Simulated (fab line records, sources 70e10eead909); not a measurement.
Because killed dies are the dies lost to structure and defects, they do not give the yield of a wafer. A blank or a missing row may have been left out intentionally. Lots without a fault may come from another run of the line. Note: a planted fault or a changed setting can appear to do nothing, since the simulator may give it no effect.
Matching of chambers ; flow nand_harc ; NHARC_A_BLC_STRIP_29 on rie_diel-13: 4 sister chambers
The step strips in CF4. 8 wafers are shown with their chamber, then 10 later ones without.

== WAFERS, EACH WITH ITS CHAMBER ==
wafer;chamber;oes_product_au (a.u.);rf_vpp_V (V)
L077.5;3;1.004;61.6
L082.1;2;1.018;61.4
L081.1;0;1.003;59.5
L081.5;3;1.006;57.8
L080.1;0;0.992;59.2
L080.6;1;1.004;59.4
L085.1;1;0.995;60.1
L085.4;2;0.998;59.5

== WAFERS MISSING THEIR CHAMBER ==
wafer;oes_product_au (a.u.);rf_vpp_V (V)
L085.6;0.996;59.3
L093.1;1.000;58.7
L093.4;0.998;58.6
L093.5;1.011;59.8
L094.1;1.002;57.7
L094.2;1.001;59.8
L094.4;0.994;60.1
L096.1;0.998;59.5
L096.5;1.001;59.1
L096.6;1.005;59.8

== WHICH CHAMBER EACH ONE RAN IN ==
wafer;from the rows above;in truth
L085.6;can't be placed: 0 or 1 or 3 or 2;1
L093.1;can't be placed: 0 or 1 or 3 or 2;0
L093.4;can't be placed: 0 or 1 or 3 or 2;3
L093.5;can't be placed: 2 or 3 or 1 or 0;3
L094.1;can't be placed: 0 or 3 or 1 or 2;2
L094.2;can't be placed: 1 or 3 or 0 or 2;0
L094.4;can't be placed: 0 or 1 or 3 or 2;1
L096.1;can't be placed: 0 or 1 or 3 or 2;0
L096.5;can't be placed: 0 or 1 or 3 or 2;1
L096.6;can't be placed: 3 or 2 or 1 or 0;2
Correctly placed: 0 of 10. From these rows, 10 cannot be placed; in 10 the true chamber is one of the candidates. Placed wrongly: 0.
How it was worked out, from the rows above alone: a wafer's distance from a chamber is the root of the sum, over the readings, of the square of ((its reading less the chamber's mean) divided by the reading's scatter). The wafer belongs to the nearest chamber; if the next one is less than 2 further off, it can't be placed. A chamber's mean is the mean of its shown wafers. The scatter: the root of (the sum of the squares of (reading less its chamber's mean) over the shown wafers, divided by (wafers less chambers)).
